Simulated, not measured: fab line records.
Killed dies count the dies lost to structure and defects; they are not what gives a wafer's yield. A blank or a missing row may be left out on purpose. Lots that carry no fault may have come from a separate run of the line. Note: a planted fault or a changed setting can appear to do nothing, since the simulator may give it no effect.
Which of the tools did it? || flow nand-harc || Sampling: 11 lots, 31 wafers, 5 of 1159 route steps

## WHAT THE GAUGES READ, wafer by wafer
NHARC_END_SORT_01. Usual: killed-at-array 29, standard deviation 11; killed-at-other 0.7, standard deviation 1.1; killed-at-periphery 3.1, standard deviation 2; killed-dies 33, standard deviation 11; killed-open 3.5, standard deviation 1.8; killed-short 2.0, standard deviation 1.4.
{"lot": "L433", "measured": "day 22 17:19", "on": "prober-01", "killed-at-array": "556 583", "killed-at-other": "0 0", "killed-at-periphery": "4 7", "killed-dies": "560 590", "killed-open": "3 8", "killed-short": "2 3", "flag": "OFF"}

## WHICH TOOL RAN EACH LOT (tool, then ch and the chambers of the sampled wafers, then the start)
{"lot": "L423", "NHARC_A_STAIRCASE_TRIM_189": "rie-diel-02 ch 0,3, day 11 07:00 or earlier", "NHARC_A_STAIRCASE_ETCH_190": "rie-diel-02 ch 1,3, day 11 07:00 or earlier", "NHARC_A_STAIRCASE_TRIM_198": "rie-diel-05 ch 0,1, day 11 07:00 or earlier", "NHARC_A_STAIRCASE_ETCH_199": "rie-diel-05 ch 0,1, day 11 07:00"}
{"lot": "L427", "NHARC_A_STAIRCASE_TRIM_189": "rie-diel-05 ch 0,3, day 11 22:22 or earlier", "NHARC_A_STAIRCASE_ETCH_190": "rie-diel-05 ch 1,2, day 11 22:22 or earlier", "NHARC_A_STAIRCASE_TRIM_198": "rie-diel-05 ch 2,3, day 11 22:22 or earlier", "NHARC_A_STAIRCASE_ETCH_199": "rie-diel-05 ch 0,1,3, day 11 22:22"}
{"lot": "L432", "NHARC_A_STAIRCASE_TRIM_189": "rie-diel-02 ch 0,1, day 13 09:26 or earlier", "NHARC_A_STAIRCASE_ETCH_190": "rie-diel-02 ch 0,3, day 13 09:26 or earlier", "NHARC_A_STAIRCASE_TRIM_198": "rie-diel-02 ch 2,3, day 13 09:26 or earlier", "NHARC_A_STAIRCASE_ETCH_199": "rie-diel-02 ch 0,3, day 13 09:26"}
{"lot": "L433", "NHARC_A_STAIRCASE_TRIM_189": "rie-diel-05 ch 0,1, day 13 18:14 or earlier", "NHARC_A_STAIRCASE_ETCH_190": "rie-diel-05 ch 0,1, day 13 18:14 or earlier", "NHARC_A_STAIRCASE_TRIM_198": "rie-diel-02 ch 2,3, day 13 18:14 or earlier", "NHARC_A_STAIRCASE_ETCH_199": "rie-diel-02 ch 2,3, day 13 18:14"}
{"lot": "L436", "NHARC_A_STAIRCASE_TRIM_189": "rie-diel-02 ch 2,3, day 14 00:14 or earlier", "NHARC_A_STAIRCASE_ETCH_190": "rie-diel-02 ch 0,1,2, day 14 00:14 or earlier", "NHARC_A_STAIRCASE_TRIM_198": "rie-diel-05 ch 2,3, day 14 00:14 or earlier", "NHARC_A_STAIRCASE_ETCH_199": "rie-diel-05 ch 0,3, day 14 00:14"}
{"lot": "L438", "NHARC_A_STAIRCASE_TRIM_189": "rie-diel-05 ch 0,3, day 14 19:16 or earlier", "NHARC_A_STAIRCASE_ETCH_190": "rie-diel-05 ch 0,1,3, day 14 19:16 or earlier", "NHARC_A_STAIRCASE_TRIM_198": "rie-diel-11 ch 0,1,2, day 14 19:16 or earlier", "NHARC_A_STAIRCASE_ETCH_199": "rie-diel-11 ch 0,1,2, day 14 19:16"}
{"lot": "L437", "NHARC_A_STAIRCASE_TRIM_189": "rie-diel-05 ch 0,1,3, day 14 19:40 or earlier", "NHARC_A_STAIRCASE_ETCH_190": "rie-diel-05 ch 0,2,3, day 14 19:40 or earlier", "NHARC_A_STAIRCASE_TRIM_198": "rie-diel-11 ch 0,1, day 14 19:40 or earlier", "NHARC_A_STAIRCASE_ETCH_199": "rie-diel-11 ch 0,1,2, day 14 19:40"}
{"lot": "L439", "NHARC_A_STAIRCASE_TRIM_189": "rie-diel-11 ch 0,1,2, day 15 05:43 or earlier", "NHARC_A_STAIRCASE_ETCH_190": "rie-diel-11 ch 0,2, day 15 05:43 or earlier", "NHARC_A_STAIRCASE_TRIM_198": "rie-diel-11 ch 0,1,2, day 15 05:43 or earlier", "NHARC_A_STAIRCASE_ETCH_199": "rie-diel-11 ch 1,2, day 15 05:43"}
{"lot": "L441", "NHARC_A_STAIRCASE_TRIM_189": "rie-diel-02 ch 0,1,2, day 15 06:23 or earlier", "NHARC_A_STAIRCASE_ETCH_190": "rie-diel-02 ch 2,3, day 15 06:23 or earlier", "NHARC_A_STAIRCASE_TRIM_198": "rie-diel-11 ch 0,2, day 15 06:23 or earlier", "NHARC_A_STAIRCASE_ETCH_199": "rie-diel-11 ch 0,1,2, day 15 06:23"}
{"lot": "L445", "NHARC_A_STAIRCASE_TRIM_189": "rie-diel-05 ch 0,2, day 16 14:23 or earlier", "NHARC_A_STAIRCASE_ETCH_190": "rie-diel-05 ch 0,2, day 16 14:23 or earlier", "NHARC_A_STAIRCASE_TRIM_198": "rie-diel-05 ch 2,3, day 16 14:23 or earlier", "NHARC_A_STAIRCASE_ETCH_199": "rie-diel-05 ch 0,2, day 16 14:23"}
{"lot": "L446", "NHARC_A_STAIRCASE_TRIM_189": "rie-diel-11 ch 0,1,3, day 17 04:25 or earlier", "NHARC_A_STAIRCASE_ETCH_190": "rie-diel-11 ch 0,3, day 17 04:25 or earlier", "NHARC_A_STAIRCASE_TRIM_198": "rie-diel-11 ch 0,3, day 17 04:25 or earlier", "NHARC_A_STAIRCASE_ETCH_199": "rie-diel-11 ch 0,2,3, day 17 04:25"}
- NHARC_A_STAIRCASE_TRIM_189: chemistry O2, time 211.2 s.
- NHARC_A_STAIRCASE_ETCH_190: etches the open film in C4F8/O2, target depth 100 nm, time 40.5 s.
- NHARC_A_STAIRCASE_TRIM_198: chemistry O2, time 211.2 s.
- NHARC_A_STAIRCASE_ETCH_199: etches the open film in C4F8/O2, target depth 100 nm, time 40.5 s.

## WHAT THE TOOLS THEMSELVES READ (means of the sampled wafers that have a number; where no wafer has one, the mark that the record gives instead)
NHARC_A_STAIRCASE_TRIM_189. Usual: drypump-motor-current-A 5.68 A, standard deviation 0.27; oes-product-au 1.001 a.u., standard deviation 0.01; rf-vpp-V 57.6 V, standard deviation 0.84; showerhead-plenum-p-Torr 3.47 Torr, standard deviation 0.14; throttle-valve-pct 17.037 %, standard deviation 0.0092.
{"lot": "L423", "tool": "rie-diel-02", "drypump-motor-current-A (A)": 5.50, "oes-product-au (a.u.)": 1.006, "rf-vpp-V (V)": 57.3, "showerhead-plenum-p-Torr (Torr)": 3.48, "throttle-valve-pct (%)": 17.033, "flag": ""}
{"lot": "L427", "tool": "rie-diel-05", "drypump-motor-current-A (A)": 5.59, "oes-product-au (a.u.)": 0.988, "rf-vpp-V (V)": 58.4, "showerhead-plenum-p-Torr (Torr)": 3.57, "throttle-valve-pct (%)": 17.026, "flag": ""}
{"lot": "L432", "tool": "rie-diel-02", "drypump-motor-current-A (A)": 5.56, "oes-product-au (a.u.)": 1.007, "rf-vpp-V (V)": 57.7, "showerhead-plenum-p-Torr (Torr)": 3.38, "throttle-valve-pct (%)": 17.044, "flag": ""}
{"lot": "L433", "tool": "rie-diel-05", "drypump-motor-current-A (A)": 5.66, "oes-product-au (a.u.)": 0.995, "rf-vpp-V (V)": 57.8, "showerhead-plenum-p-Torr (Torr)": 3.50, "throttle-valve-pct (%)": 17.039, "flag": ""}
{"lot": "L436", "tool": "rie-diel-02", "drypump-motor-current-A (A)": 5.74, "oes-product-au (a.u.)": 1.017, "rf-vpp-V (V)": 57.2, "showerhead-plenum-p-Torr (Torr)": 3.48, "throttle-valve-pct (%)": 17.033, "flag": ""}
{"lot": "L438", "tool": "rie-diel-05", "drypump-motor-current-A (A)": 5.59, "oes-product-au (a.u.)": 0.986, "rf-vpp-V (V)": 58.4, "showerhead-plenum-p-Torr (Torr)": 3.47, "throttle-valve-pct (%)": 17.040, "flag": ""}
{"lot": "L437", "tool": "rie-diel-05", "drypump-motor-current-A (A)": 5.63, "oes-product-au (a.u.)": 1.003, "rf-vpp-V (V)": 56.9, "showerhead-plenum-p-Torr (Torr)": 3.54, "throttle-valve-pct (%)": 17.041, "flag": ""}
{"lot": "L439", "tool": "rie-diel-11", "drypump-motor-current-A (A)": 5.93, "oes-product-au (a.u.)": 0.998, "rf-vpp-V (V)": 57.1, "showerhead-plenum-p-Torr (Torr)": 3.35, "throttle-valve-pct (%)": 17.037, "flag": ""}
{"lot": "L441", "tool": "rie-diel-02", "drypump-motor-current-A (A)": 5.66, "oes-product-au (a.u.)": 1.010, "rf-vpp-V (V)": 57.6, "showerhead-plenum-p-Torr (Torr)": 3.54, "throttle-valve-pct (%)": 17.036, "flag": ""}
{"lot": "L445", "tool": "rie-diel-05", "drypump-motor-current-A (A)": 5.59, "oes-product-au (a.u.)": 1.009, "rf-vpp-V (V)": 56.5, "showerhead-plenum-p-Torr (Torr)": 3.43, "throttle-valve-pct (%)": 17.036, "flag": ""}
{"lot": "L446", "tool": "rie-diel-11", "drypump-motor-current-A (A)": 5.71, "oes-product-au (a.u.)": 1.006, "rf-vpp-V (V)": 57.9, "showerhead-plenum-p-Torr (Torr)": 3.44, "throttle-valve-pct (%)": 17.026, "flag": ""}

NHARC_A_STAIRCASE_ETCH_190. Usual: oes-product-au 0.942 a.u., standard deviation 0.012; rf-vpp-V 895 V, standard deviation 5.2.
{"lot": "L423", "tool": "rie-diel-02", "oes-product-au (a.u.)": 0.949, "rf-vpp-V (V)": 896, "flag": ""}
{"lot": "L427", "tool": "rie-diel-05", "oes-product-au (a.u.)": 0.939, "rf-vpp-V (V)": 899, "flag": ""}
{"lot": "L432", "tool": "rie-diel-02", "oes-product-au (a.u.)": 0.941, "rf-vpp-V (V)": 891, "flag": ""}
{"lot": "L433", "tool": "rie-diel-05", "oes-product-au (a.u.)": 0.934, "rf-vpp-V (V)": 895, "flag": ""}
{"lot": "L436", "tool": "rie-diel-02", "oes-product-au (a.u.)": 0.949, "rf-vpp-V (V)": 890, "flag": ""}
{"lot": "L438", "tool": "rie-diel-05", "oes-product-au (a.u.)": 0.941, "rf-vpp-V (V)": 897, "flag": ""}
{"lot": "L437", "tool": "rie-diel-05", "oes-product-au (a.u.)": 0.933, "rf-vpp-V (V)": 897, "flag": ""}
{"lot": "L439", "tool": "rie-diel-11", "oes-product-au (a.u.)": 0.936, "rf-vpp-V (V)": 890, "flag": ""}
{"lot": "L441", "tool": "rie-diel-02", "oes-product-au (a.u.)": 0.930, "rf-vpp-V (V)": 895, "flag": ""}
{"lot": "L445", "tool": "rie-diel-05", "oes-product-au (a.u.)": 0.947, "rf-vpp-V (V)": 894, "flag": ""}
{"lot": "L446", "tool": "rie-diel-11", "oes-product-au (a.u.)": 0.945, "rf-vpp-V (V)": 893, "flag": ""}

NHARC_A_STAIRCASE_TRIM_198. Usual: drypump-motor-current-A 5.71 A, standard deviation 0.29; oes-product-au 1.002 a.u., standard deviation 0.0099; rf-vpp-V 57.6 V, standard deviation 0.9; showerhead-plenum-p-Torr 3.46 Torr, standard deviation 0.14; throttle-valve-pct 17.038 %, standard deviation 0.0084.
{"lot": "L423", "tool": "rie-diel-05", "drypump-motor-current-A (A)": 5.65, "oes-product-au (a.u.)": 0.996, "rf-vpp-V (V)": 58.1, "showerhead-plenum-p-Torr (Torr)": 3.54, "throttle-valve-pct (%)": 17.039, "flag": ""}
{"lot": "L427", "tool": "rie-diel-05", "drypump-motor-current-A (A)": 5.51, "oes-product-au (a.u.)": 0.997, "rf-vpp-V (V)": 58.1, "showerhead-plenum-p-Torr (Torr)": 3.61, "throttle-valve-pct (%)": 17.033, "flag": ""}
{"lot": "L432", "tool": "rie-diel-02", "drypump-motor-current-A (A)": 5.76, "oes-product-au (a.u.)": 1.015, "rf-vpp-V (V)": 57.7, "showerhead-plenum-p-Torr (Torr)": 3.44, "throttle-valve-pct (%)": 17.037, "flag": ""}
{"lot": "L433", "tool": "rie-diel-02", "drypump-motor-current-A (A)": 5.76, "oes-product-au (a.u.)": 1.010, "rf-vpp-V (V)": 57.4, "showerhead-plenum-p-Torr (Torr)": 3.44, "throttle-valve-pct (%)": 17.038, "flag": ""}
{"lot": "L436", "tool": "rie-diel-05", "drypump-motor-current-A (A)": 5.52, "oes-product-au (a.u.)": 0.994, "rf-vpp-V (V)": 57.5, "showerhead-plenum-p-Torr (Torr)": 3.62, "throttle-valve-pct (%)": 17.045, "flag": ""}
{"lot": "L438", "tool": "rie-diel-11", "drypump-motor-current-A (A)": 5.89, "oes-product-au (a.u.)": 1.002, "rf-vpp-V (V)": 57.4, "showerhead-plenum-p-Torr (Torr)": 3.35, "throttle-valve-pct (%)": 17.034, "flag": ""}
{"lot": "L437", "tool": "rie-diel-11", "drypump-motor-current-A (A)": 5.78, "oes-product-au (a.u.)": 0.996, "rf-vpp-V (V)": 57.2, "showerhead-plenum-p-Torr (Torr)": 3.34, "throttle-valve-pct (%)": 17.034, "flag": ""}
{"lot": "L439", "tool": "rie-diel-11", "drypump-motor-current-A (A)": 5.87, "oes-product-au (a.u.)": 0.998, "rf-vpp-V (V)": 57.9, "showerhead-plenum-p-Torr (Torr)": 3.35, "throttle-valve-pct (%)": 17.034, "flag": ""}
{"lot": "L441", "tool": "rie-diel-11", "drypump-motor-current-A (A)": 6.06, "oes-product-au (a.u.)": 1.003, "rf-vpp-V (V)": 57.1, "showerhead-plenum-p-Torr (Torr)": 3.36, "throttle-valve-pct (%)": 17.040, "flag": ""}
{"lot": "L445", "tool": "rie-diel-05", "drypump-motor-current-A (A)": 5.55, "oes-product-au (a.u.)": 1.002, "rf-vpp-V (V)": 58.1, "showerhead-plenum-p-Torr (Torr)": 3.61, "throttle-valve-pct (%)": 17.041, "flag": ""}
{"lot": "L446", "tool": "rie-diel-11", "drypump-motor-current-A (A)": 5.89, "oes-product-au (a.u.)": 1.004, "rf-vpp-V (V)": 58.3, "showerhead-plenum-p-Torr (Torr)": 3.45, "throttle-valve-pct (%)": 17.036, "flag": ""}

NHARC_A_STAIRCASE_ETCH_199. Usual: oes-product-au 0.943 a.u., standard deviation 0.014; rf-vpp-V 893 V, standard deviation 5.2.
{"lot": "L423", "tool": "rie-diel-05", "oes-product-au (a.u.)": 0.933, "rf-vpp-V (V)": 895, "flag": ""}
{"lot": "L427", "tool": "rie-diel-05", "oes-product-au (a.u.)": 0.924, "rf-vpp-V (V)": 896, "flag": ""}
{"lot": "L432", "tool": "rie-diel-02", "oes-product-au (a.u.)": 1.107, "rf-vpp-V (V)": 892, "flag": "OFF"}
{"lot": "L433", "tool": "rie-diel-02", "oes-product-au (a.u.)": 1.103, "rf-vpp-V (V)": 892, "flag": "OFF"}
{"lot": "L436", "tool": "rie-diel-05", "oes-product-au (a.u.)": 0.933, "rf-vpp-V (V)": 897, "flag": ""}
{"lot": "L438", "tool": "rie-diel-11", "oes-product-au (a.u.)": 0.929, "rf-vpp-V (V)": 890, "flag": ""}
{"lot": "L437", "tool": "rie-diel-11", "oes-product-au (a.u.)": 0.941, "rf-vpp-V (V)": 889, "flag": ""}
{"lot": "L439", "tool": "rie-diel-11", "oes-product-au (a.u.)": 0.941, "rf-vpp-V (V)": 889, "flag": ""}
{"lot": "L441", "tool": "rie-diel-11", "oes-product-au (a.u.)": 0.939, "rf-vpp-V (V)": 890, "flag": ""}
{"lot": "L445", "tool": "rie-diel-05", "oes-product-au (a.u.)": 0.926, "rf-vpp-V (V)": 892, "flag": ""}
{"lot": "L446", "tool": "rie-diel-11", "oes-product-au (a.u.)": 0.944, "rf-vpp-V (V)": 893, "flag": ""}

## THE ANSWER, worked out from the rows above alone
Rule: a lot is off if the mean of its wafers that have a number lies more than 3 standard deviations from the usual mean. Also off: a lot with no number at a reading for which 4 or more lots have one. Any other lot the step has rows for is counted as sound. The gauges are gone through in route order, then the tools' own readings, and for those a lot's mean is taken as printed above. At the first step where some lot is off, the reading lying furthest off is the one used; lots without a number count as furthest.
Off: L433 (NHARC_END_SORT_01, killed-dies). Neither off nor sound, because the step has no rows for them: L423, L427, L432, L436, L438, L437, L439, L441, L445, L446.
A tool fits if, at a process step before that reading, it ran every lot that is off, and no sound lot after the first of them. Not tried: the gauges at NHARC_END_SORT_01; whatever is off there is also off at NHARC_A_STAIRCASE_ETCH_199, on other tools, and gauge error can't account for it. With no start given for some of its lots, NHARC_A_STAIRCASE_TRIM_189 uses the hours and lot order of NHARC_A_STAIRCASE_ETCH_199. With no start given for some of its lots, NHARC_A_STAIRCASE_ETCH_190 uses the hours and lot order of NHARC_A_STAIRCASE_ETCH_199. With no start given for some of its lots, NHARC_A_STAIRCASE_TRIM_198 uses the hours and lot order of NHARC_A_STAIRCASE_ETCH_199. This does not decide it: 2 tools fit, namely rie-diel-05 at NHARC_A_STAIRCASE_TRIM_189 and NHARC_A_STAIRCASE_ETCH_190 and rie-diel-02 at NHARC_A_STAIRCASE_TRIM_198 and NHARC_A_STAIRCASE_ETCH_199.

## WHAT THE SIMULATOR HAD PUT IN
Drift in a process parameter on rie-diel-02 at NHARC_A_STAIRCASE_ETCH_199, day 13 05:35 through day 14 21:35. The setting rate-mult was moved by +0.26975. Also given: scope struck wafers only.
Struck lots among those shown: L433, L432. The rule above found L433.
